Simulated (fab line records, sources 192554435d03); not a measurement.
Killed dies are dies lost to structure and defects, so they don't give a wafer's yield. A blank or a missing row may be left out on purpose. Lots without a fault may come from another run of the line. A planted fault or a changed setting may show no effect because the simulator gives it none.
Split-lot experiment | flow n5_finfet | 7 lots, 21 wafers read, on a route of 1938 steps

THE SPLIT
At N5_BEOL_M5_DEP_56 (deposits SiCN from 3MS/NH3, target thk 8 nm, time 14 s), the setting time_s was moved away from the recipe's 14 s on 8 of the 21 wafers read, by -11.1% to +11.5%. The other wafers ran this setting at the recipe's value.

The reading is taken at the split's own step.

THE READING
SiCN_of_BEOL_M5_DEP_56.thk_nm (the simulator's own value, which no gauge read), in nm, at N5_BEOL_M5_DEP_56 (deposits SiCN from 3MS/NH3, target thk 8 nm, time 14 s). The file gives no usual value for it. The 13 wafers here that ran the recipe average 8.1 nm, standard deviation 0.16 nm.

wafer  | tool, chamber at the split | time_s as run, s | against the recipe | SiCN_of_BEOL_M5_DEP_56.thk_nm, nm | against lot-mates on the recipe
L079.1 | pecvd-03, 2,0              | 14               | recipe             | 8                                 | -
L079.3 | pecvd-03, 2,0              | 14               | recipe             | 8                                 | -
L079.5 | pecvd-03, 1                | 14               | recipe             | 8.2                               | -
L082.2 | pecvd-01, 2                | 14               | recipe             | 8.2                               | -
L082.5 | pecvd-01, 2                | 14               | recipe             | 8.2                               | -
L082.4 | pecvd-01, 1                | 14               | recipe             | 8.4                               | -
L087.1 | pecvd-02, 1                | 12.95            | -7.5%              | 7.4                               | -0.7
L087.3 | pecvd-02, 0                | 14               | recipe             | 8                                 | -
L087.4 | pecvd-02, 0                | 14               | recipe             | 8.2                               | -
L091.3 | pecvd-01, 2                | 14               | recipe             | 7.8                               | -
L091.4 | pecvd-01, 0                | 15.61            | +11.5%             | 8.8                               | +1.0
L091.5 | pecvd-01, 1                | 15.61            | +11.5%             | 9                                 | +1.2
L093.1 | pecvd-02, 1,2              | 12.45            | -11.1%             | 7.2                               | no lot-mate on the recipe
L093.2 | pecvd-02, 1,2              | 12.45            | -11.1%             | 7.2                               | no lot-mate on the recipe
L093.4 | pecvd-02, 2                | 12.45            | -11.1%             | 7                                 | no lot-mate on the recipe
L094.1 | pecvd-01, 0                | 15.51            | +10.8%             | 8.6                               | +0.6
L094.2 | pecvd-01, 1                | 14               | recipe             | 8                                 | -
L094.6 | pecvd-01, 0                | 15.51            | +10.8%             | 9                                 | +1.0
L096.2 | pecvd-01, 2                | 14               | recipe             | 7.8                               | -
L096.4 | pecvd-01, 1,0              | 14               | recipe             | 8                                 | -
L096.5 | pecvd-01, 1,0              | 14               | recipe             | 8                                 | -
Where a row lists several chambers, the file gives one row for several wafers and doesn't say which wafer went through which chamber.

THE FIT
A straight line over all 21 wafers: SiCN_of_BEOL_M5_DEP_56.thk_nm changes by +0.0772 nm for each +1% of time_s; r = +0.96; the points scatter about the line by 0.16 nm.
The same after taking each lot's own level away (the mean of its wafers on the recipe; 18 wafers): +0.0868 nm for each +1%; r = +0.97; scatter 0.13 nm.
On that fit, the largest move of time_s shifts the reading by 1 nm.
The lots' own levels span 7.80 to 8.27 nm, that is 2.8 times the standard deviation above.
So the lot-to-lot level changes the slope: the two fits differ.
Check: with one of the wafers moved furthest among these (+11.5%) left out of the fit, the line predicts +0.989 nm for it against its lot-mates. It came out at +1 nm against them.

OTHER SPLITS ON THESE WAFERS
These wafers also went through other splits before the reading. Each is held against what the fit with the lots' levels taken away leaves over:
other split on the same wafers | wafers away from the commonest value | r with SiCN_of_BEOL_M5_DEP_56.thk_nm (lot level and that fit taken away)
N5_BEOL_M5_ETCH_41 source_w    | 9                                    | -0.34

THE FILE'S OWN FIT
SiCN_of_BEOL_M5_DEP_56.thk_nm changes by +0.087 nm for each +1% of time_s, r = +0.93.
